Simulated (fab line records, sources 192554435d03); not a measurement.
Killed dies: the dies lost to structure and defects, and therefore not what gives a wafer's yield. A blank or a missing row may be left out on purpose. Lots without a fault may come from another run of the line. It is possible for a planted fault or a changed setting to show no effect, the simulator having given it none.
Split-lot experiment :: flow n5_finfet :: route with 1938 steps; 7 lots, 39 wafers read

== THE SPLIT ITSELF ==
At N5_BEOL_M2_ILD_DEP_00 (deposits SiOC from DEMS/O2, target thk 79 nm, time 15.3 s), the setting time_s was moved away from the recipe's 15.3 s on 9 of the 39 wafers read, by -59.4% to +38.1%. For the rest of the wafers, this setting stayed at what the recipe calls for.

Split to reading: the file shows no intervening step.

== THE READING ==
M2_ILD_THK (nm), taken at N5_BEOL_M2_THK_MEAS_01. On this fab line, fault-free wafers typically give 78.9 nm with a standard deviation of 0.92 nm.

wafer: L074.1
tool, chamber at the split: pecvd-03, 1
time_s as run, s: 15.3
against the recipe: recipe
M2_ILD_THK, nm: 78.4
against lot-mates on the recipe: -

wafer: L074.2
tool, chamber at the split: pecvd-03, 2
time_s as run, s: 15.3
against the recipe: recipe
M2_ILD_THK, nm: 77.4
against lot-mates on the recipe: -

wafer: L074.3
tool, chamber at the split: pecvd-03, 1
time_s as run, s: 15.3
against the recipe: recipe
M2_ILD_THK, nm: 79.5
against lot-mates on the recipe: -

wafer: L074.4
tool, chamber at the split: pecvd-03, 2
time_s as run, s: 6.209
against the recipe: -59.4%
M2_ILD_THK, nm: 31.4
against lot-mates on the recipe: -47.0

wafer: L074.5
tool, chamber at the split: pecvd-03, 2
time_s as run, s: 6.209
against the recipe: -59.4%
M2_ILD_THK, nm: 31.9
against lot-mates on the recipe: -46.5

wafer: L074.6
tool, chamber at the split: pecvd-03, 1
time_s as run, s: 6.209
against the recipe: -59.4%
M2_ILD_THK, nm: 33.3
against lot-mates on the recipe: -45.1

wafer: L075.2
tool, chamber at the split: pecvd-03, 1,2
time_s as run, s: 15.3
against the recipe: recipe
M2_ILD_THK, nm: 79.5
against lot-mates on the recipe: -

wafer: L075.3
tool, chamber at the split: pecvd-03, 2
time_s as run, s: 15.3
against the recipe: recipe
M2_ILD_THK, nm: 77.9
against lot-mates on the recipe: -

wafer: L075.6
tool, chamber at the split: pecvd-03, 1,2
time_s as run, s: 15.3
against the recipe: recipe
M2_ILD_THK, nm: 79.5
against lot-mates on the recipe: -

wafer: L078.1
tool, chamber at the split: pecvd-04, 2
time_s as run, s: 15.3
against the recipe: recipe
M2_ILD_THK, nm: 80.4
against lot-mates on the recipe: -

wafer: L078.2
tool, chamber at the split: pecvd-04, 1
time_s as run, s: 15.3
against the recipe: recipe
M2_ILD_THK, nm: 80.2
against lot-mates on the recipe: -

wafer: L078.3
tool, chamber at the split: pecvd-04, 0
time_s as run, s: 15.3
against the recipe: recipe
M2_ILD_THK, nm: 77.9
against lot-mates on the recipe: -

wafer: L078.4
tool, chamber at the split: pecvd-04, 1
time_s as run, s: 15.3
against the recipe: recipe
M2_ILD_THK, nm: 80.5
against lot-mates on the recipe: -

wafer: L078.5
tool, chamber at the split: pecvd-04, 2
time_s as run, s: 15.3
against the recipe: recipe
M2_ILD_THK, nm: 81.2
against lot-mates on the recipe: -

wafer: L078.6
tool, chamber at the split: pecvd-04, 0
time_s as run, s: 15.3
against the recipe: recipe
M2_ILD_THK, nm: 79.2
against lot-mates on the recipe: -

wafer: L079.1
tool, chamber at the split: pecvd-04, 0
time_s as run, s: 15.3
against the recipe: recipe
M2_ILD_THK, nm: 77.6
against lot-mates on the recipe: -

wafer: L079.2
tool, chamber at the split: pecvd-04, 1
time_s as run, s: 15.3
against the recipe: recipe
M2_ILD_THK, nm: 78.2
against lot-mates on the recipe: -

wafer: L079.3
tool, chamber at the split: pecvd-04, 2
time_s as run, s: 15.3
against the recipe: recipe
M2_ILD_THK, nm: 79.3
against lot-mates on the recipe: -

wafer: L079.4
tool, chamber at the split: pecvd-04, 0
time_s as run, s: 15.3
against the recipe: recipe
M2_ILD_THK, nm: 79.2
against lot-mates on the recipe: -

wafer: L079.5
tool, chamber at the split: pecvd-04, 1
time_s as run, s: 15.3
against the recipe: recipe
M2_ILD_THK, nm: 80.6
against lot-mates on the recipe: -

wafer: L079.6
tool, chamber at the split: pecvd-04, 2
time_s as run, s: 15.3
against the recipe: recipe
M2_ILD_THK, nm: 79.8
against lot-mates on the recipe: -

wafer: L083.1
tool, chamber at the split: pecvd-01, 1,2
time_s as run, s: 15.3
against the recipe: recipe
M2_ILD_THK, nm: 78.9
against lot-mates on the recipe: -

wafer: L083.2
tool, chamber at the split: pecvd-01, 0,2
time_s as run, s: 15.3
against the recipe: recipe
M2_ILD_THK, nm: 78.0
against lot-mates on the recipe: -

wafer: L083.3
tool, chamber at the split: pecvd-01, 0,2
time_s as run, s: 15.3
against the recipe: recipe
M2_ILD_THK, nm: 78.1
against lot-mates on the recipe: -

wafer: L083.4
tool, chamber at the split: pecvd-01, 0
time_s as run, s: 15.3
against the recipe: recipe
M2_ILD_THK, nm: 78.4
against lot-mates on the recipe: -

wafer: L083.5
tool, chamber at the split: pecvd-01, 1,2
time_s as run, s: 15.3
against the recipe: recipe
M2_ILD_THK, nm: 78.8
against lot-mates on the recipe: -

wafer: L083.6
tool, chamber at the split: pecvd-01, 1
time_s as run, s: 15.3
against the recipe: recipe
M2_ILD_THK, nm: 79.9
against lot-mates on the recipe: -

wafer: L092.1
tool, chamber at the split: pecvd-03, 1
time_s as run, s: 20.51
against the recipe: +34.1%
M2_ILD_THK, nm: 103.3
against lot-mates on the recipe: +24.6

wafer: L092.2
tool, chamber at the split: pecvd-03, 0
time_s as run, s: 15.3
against the recipe: recipe
M2_ILD_THK, nm: 78.2
against lot-mates on the recipe: -

wafer: L092.3
tool, chamber at the split: pecvd-03, 2
time_s as run, s: 20.51
against the recipe: +34.1%
M2_ILD_THK, nm: 102.4
against lot-mates on the recipe: +23.7

wafer: L092.4
tool, chamber at the split: pecvd-03, 1,0
time_s as run, s: 15.3
against the recipe: recipe
M2_ILD_THK, nm: 79.0
against lot-mates on the recipe: -

wafer: L092.5
tool, chamber at the split: pecvd-03, 2
time_s as run, s: 20.51
against the recipe: +34.1%
M2_ILD_THK, nm: 104.5
against lot-mates on the recipe: +25.8

wafer: L092.6
tool, chamber at the split: pecvd-03, 1,0
time_s as run, s: 15.3
against the recipe: recipe
M2_ILD_THK, nm: 79.0
against lot-mates on the recipe: -

wafer: L097.1
tool, chamber at the split: pecvd-03, 1
time_s as run, s: 21.13
against the recipe: +38.1%
M2_ILD_THK, nm: 108.5
against lot-mates on the recipe: +29.6

wafer: L097.2
tool, chamber at the split: pecvd-03, 2
time_s as run, s: 15.3
against the recipe: recipe
M2_ILD_THK, nm: 77.2
against lot-mates on the recipe: -

wafer: L097.3
tool, chamber at the split: pecvd-03, 0
time_s as run, s: 15.3
against the recipe: recipe
M2_ILD_THK, nm: 79.3
against lot-mates on the recipe: -

wafer: L097.4
tool, chamber at the split: pecvd-03, 2,1
time_s as run, s: 21.13
against the recipe: +38.1%
M2_ILD_THK, nm: 109.1
against lot-mates on the recipe: +30.2

wafer: L097.5
tool, chamber at the split: pecvd-03, 0
time_s as run, s: 15.3
against the recipe: recipe
M2_ILD_THK, nm: 80.1
against lot-mates on the recipe: -

wafer: L097.6
tool, chamber at the split: pecvd-03, 2,1
time_s as run, s: 21.13
against the recipe: +38.1%
M2_ILD_THK, nm: 109.0
against lot-mates on the recipe: +30.1
If several chambers appear in one row, that row covers several wafers at once and the file leaves open which wafer was in which chamber.

FIT RESULTS
A straight line over all 39 wafers: M2_ILD_THK changes by +0.774 nm for each +1% of time_s; r = +1.00; the points scatter about the line by 1.1 nm.
The same after taking each lot's own level away (the mean of its wafers on the recipe; 39 wafers): +0.77 nm for each +1%; r = +1.00; scatter 1 nm.
According to that fit, moving time_s by its largest amount changes the reading by 46 nm.
The span of the lots' own levels, 78.43 to 79.90 nm, comes to 1.6 times the standard deviation stated above.
The two slopes agree, so the slope changes little with the lot-to-lot level.
Check: with one of the wafers moved furthest among these (-59.4%) left out of the fit, the line predicts -45.5 nm for it against its lot-mates. Against them it came out at -47 nm.

== THESE WAFERS: OTHER SPLITS ==
These wafers also went through other splits before the reading. Each is held against what the fit with the lots' levels taken away leaves over:
other split on the same wafers: N5_ZERO_LAYER_DEVELOP_10 develop_time_s
wafers away from the commonest value: 12
r with M2_ILD_THK (lot level and that fit taken away): -0.19

other split on the same wafers: N5_FIN_SAQP_HM_DEP_72 target_thk_a
wafers away from the commonest value: 6
r with M2_ILD_THK (lot level and that fit taken away): +0.21

other split on the same wafers: N5_SD_EPI_N_ETCH_16 target_depth_a
wafers away from the commonest value: 12
r with M2_ILD_THK (lot level and that fit taken away): +0.03

other split on the same wafers: N5_HKMG_FIN_ETCH_86 target_depth_a
wafers away from the commonest value: 18
r with M2_ILD_THK (lot level and that fit taken away): +0.03

other split on the same wafers: N5_BEOL_M0_SAQP_HM_DEP_111 time_s
wafers away from the commonest value: 18
r with M2_ILD_THK (lot level and that fit taken away): -0.14

== THE WHOLE CHAIN: every reading that the file lists as answering this split, in the file's order ==
step: N5_BEOL_M2_ILD_DEP_00
what it does: deposits SiOC from DEMS/O2, target thk 79 nm, time 15.3 s
reading: SiOC_of_BEOL_M2_ILD_DEP_00.thk_nm (the simulator's own value, which no gauge read)
change (the file's fit): +0.77 nm for each +1% of the setting
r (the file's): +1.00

step: N5_BEOL_M2_THK_MEAS_01
what it does: 
reading: M2_ILD_THK
change (the file's fit): +0.77 for each +1% of the setting
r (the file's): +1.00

== FILE'S OWN FIT ==
M2_ILD_THK changes by +0.77 nm for each +1% of time_s, r = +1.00.
